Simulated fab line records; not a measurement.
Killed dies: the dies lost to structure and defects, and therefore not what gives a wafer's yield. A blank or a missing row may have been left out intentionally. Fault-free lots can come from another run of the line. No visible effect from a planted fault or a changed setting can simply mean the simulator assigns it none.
Comparing a struck lot with a sound one    flow n5 finfet    40 out of 1938 route steps
Sound: wafers L409.3, L409.5, L409.6. Struck: wafer L411.1. (L411.5, L411.6 of the same lot were not struck and are left out.) The cause comes at the end.
Per side, at each step with rows, come the tool, then ch with its chambers, and then its first start. Under that, the readings that differ: sound wafers    struck wafers    difference of the means    sigmas: that difference in standard deviations of wafers without a fault.
alike: words and numbers the same on both sides, and readings whose means are apart by under 2 such deviations; not compared: readings that were withheld, readings missing a value for some wafer, numbers with overlapping values and no deviation given by the record, and bounds like >300 which may hide the same value.
The two part at a step that has a row with sigmas, a row that says differs or no value, or rows on one side only. Non-overlapping numbers with no deviation appear without sigmas and do not part them. A reading that every wafer of one side lacks parts them only if that side has two wafers or more.

first, 11 steps without rows for these wafers: N5_HKMG_FIN_STRIP_60 (strips in N2/H2, time 360 s); N5_HKMG_FIN_WET_ETCH_77 (etches La2O3 in dHCl, stops on HfO2, target depth 2 nm); N5_HKMG_FIN_WET_ETCH_78 (etches Al2O3 in dNH4OH, stops on La2O3, target depth 4.5 nm, rinse time 30 s); N5_HKMG_FIN_ALD_79 (deposits TiN, target thk 1.5 nm, pulse time 1 s, purge time 3 s); N5_HKMG_FIN_CVD_62 (deposits a-Si from Si2H6, target thk 3 nm, time 20.8 s); N5_HKMG_FIN_RTA_80 (time 2 s); N5_HKMG_FIN_PRECLEAN_64 (cleans in dHF, time 30 s); N5_HKMG_FIN_WET_ETCH_65 (etches a-Si in TMAH, stops on TiN, time 49 s, target depth 3 nm); N5_HKMG_FIN_WET_ETCH_81 (etches TiN in SC1, stops on HfO2, time 57 s, target depth 6 nm); N5_HKMG_FIN_WET_ETCH_82 (etches La2O3 in dHCl, stops on HfO2, target depth 2 nm, rinse time 30 s); N5_HKMG_FIN_ALD_36 (deposits TiN, target thk 1 nm, pulse time 1 s, purge time 3 s).
N5_HKMG_FIN_PWFM_ALD_03: deposits TiN, target thk 2 nm, pulse time 1 s, purge time 3 s.
  sound on ald metal-01 ch 1,2, day 5 01:00; struck on ald metal-01 ch 2, day 5 14:44
reading                                        sound     struck  difference  sigmas
ald cycles                                     91 91 91  58      -33         
model.TiN_of_HKMG_FIN_PWFM_ALD_03.thk nm (nm)  2 2 2     1.2     -0.8        
  alike: heater power outer w, heater power w, precursor pulse height rel
  not compared: since wet clean h
then, 26 steps without rows for these wafers: N5_HKMG_FIN_COAT_29 (time 60 s, resist thk 300 nm); N5_HKMG_FIN_COAT_30 (time 60 s, resist thk 35 nm); N5_HKMG_FIN_COAT_06 (resist thk 90 nm); N5_HKMG_FIN_EBR_08; N5_HKMG_FIN_SOFTBAKE_07 (time 60 s); N5_HKMG_FIN_EXPOSE_09 (exposes mask NWFM); N5_HKMG_FIN_PEB_10 (peb time 60 s); N5_HKMG_FIN_DEVELOP_11 (develop time 30 s); N5_HKMG_FIN_DESCUM_17 (chemistry O2, time 7.9 s); N5_HKMG_FIN_ETCH_31 (etches SiARC in CF4, target depth 45.5 nm, time 75.8 s); N5_HKMG_FIN_ETCH_32 (etches SOC in N2/H2, target depth 240 nm, time 300 s); N5_HKMG_FIN_STRIP_33 (strips in N2/H2); N5_HKMG_FIN_STRIP_34 (strips in CF4); N5_HKMG_FIN_ETCH_35 (etches SOC in N2/H2, target depth 215.8 nm, time 243.4 s); N5_HKMG_FIN_STRIP_92 (strips SOC in N2/H2, time 20 s); N5_HKMG_FIN_WET_ETCH_18 (etches TiN in SC1, time 55 s, target depth 5.2 nm, rinse time 30 s); N5_HKMG_FIN_STRIP_19 (strips in N2/H2, time 360 s); N5_HKMG_FIN_ALD_91 (deposits TiN, target thk 1 nm, pulse time 1 s, purge time 3 s); N5_HKMG_FIN_COAT_85 (time 60 s, resist thk 300 nm); N5_HKMG_FIN_ETCH_86 (etches SOC in N2/H2, stops on TiN, target depth 393.2 nm); N5_HKMG_FIN_STRIP_89 (strips SOC in N2/H2, time 20 s); N5_HKMG_FIN_WET_ETCH_87 (etches TiN in SC1, time 154.2 s, target depth 4.7 nm, rinse time 30 s); N5_HKMG_FIN_STRIP_88 (strips in N2/H2, time 360 s); N5_HKMG_FIN_NWFM_ALD_20 (deposits TiAlC, target thk 2 nm, pulse time 3 s, purge time 2 s); N5_HKMG_FIN_ALD_71 (deposits TiN, target thk 1 nm, pulse time 1 s, purge time 3 s); N5_HKMG_FIN_COAT_66 (time 60 s, resist thk 300 nm).
-- here the record skips 4 days between the struck wafers' starts before and after, leaving off in module HKMG_FIN and picking up in module BEOL_M4 (first step shown: number 1111 of the route) --
N5_BEOL_M4_RC_MEAS_101:
  sound on prober-01 ch 0, day 8 15:01; struck on prober-01 ch 0, day 9 10:08
reading              sound                       struck   difference  sigmas
IOFF_P (nA/um)       0.26 0.27 0.23              0.08     -0.17       -5
IOFF_P_85C (nA/um)   4.2 4.4 3.9                 1.6      -2.6        -5
IOFF_P_LIN (nA/um)   0.116 0.120 0.110           0.037    -0.078      -6
IOFF_P_LONG (nA/um)  0.000115 0.000116 0.000117  6.2e-05  -5.4e-05    -5
ION_P (uA/um)        467 468 463                 431      -35         -4
VT_P (mV)            -249 -247 -248              -278     -30         -9
VT_P_LONG (mV)       -274 -273 -274              -303     -29         -9
VT_P_LVT (mV)        -96.3 -95.7 -97.1           -126.6   -30.2       -11
  alike: DIBL_N, DIBL_P, IOFF_N, ION_N, SS_N, SS_P, VT_N
-- record jumps: 4 days separate the struck wafers' starts on either side; left off in module BEOL_M4, taken up again in module PASSIVATION, whose first shown step is the route's number 1936 --
N5_PASSIVATION_PROBE_49:
  sound: prober-02 at day 13 02:01; struck: prober-01 at day 13 19:35
reading               sound           struck  difference  sigmas
sort_bin_8_speed (%)  0 0 0           17.63   +17.63      +99 or more
sort n pass           1084 1077 1075  887     -192        -11
sort yield pct (%)    91.9 91.3 91.1  75.2    -16.2       -11
  alike: defect limited yield, killed_at_M0_to_M3, killed_at_M4_up, killed at contacts, killed at front end, killed at other, killed dies, killed open, killed short, sort_bin_5_function, sort_bin_6_memory

== WHERE THEY PART ==
First at N5_BEOL_M4_RC_MEAS_101; last, within this record, at N5_PASSIVATION_PROBE_49.

WHY: the cause the simulator had injected
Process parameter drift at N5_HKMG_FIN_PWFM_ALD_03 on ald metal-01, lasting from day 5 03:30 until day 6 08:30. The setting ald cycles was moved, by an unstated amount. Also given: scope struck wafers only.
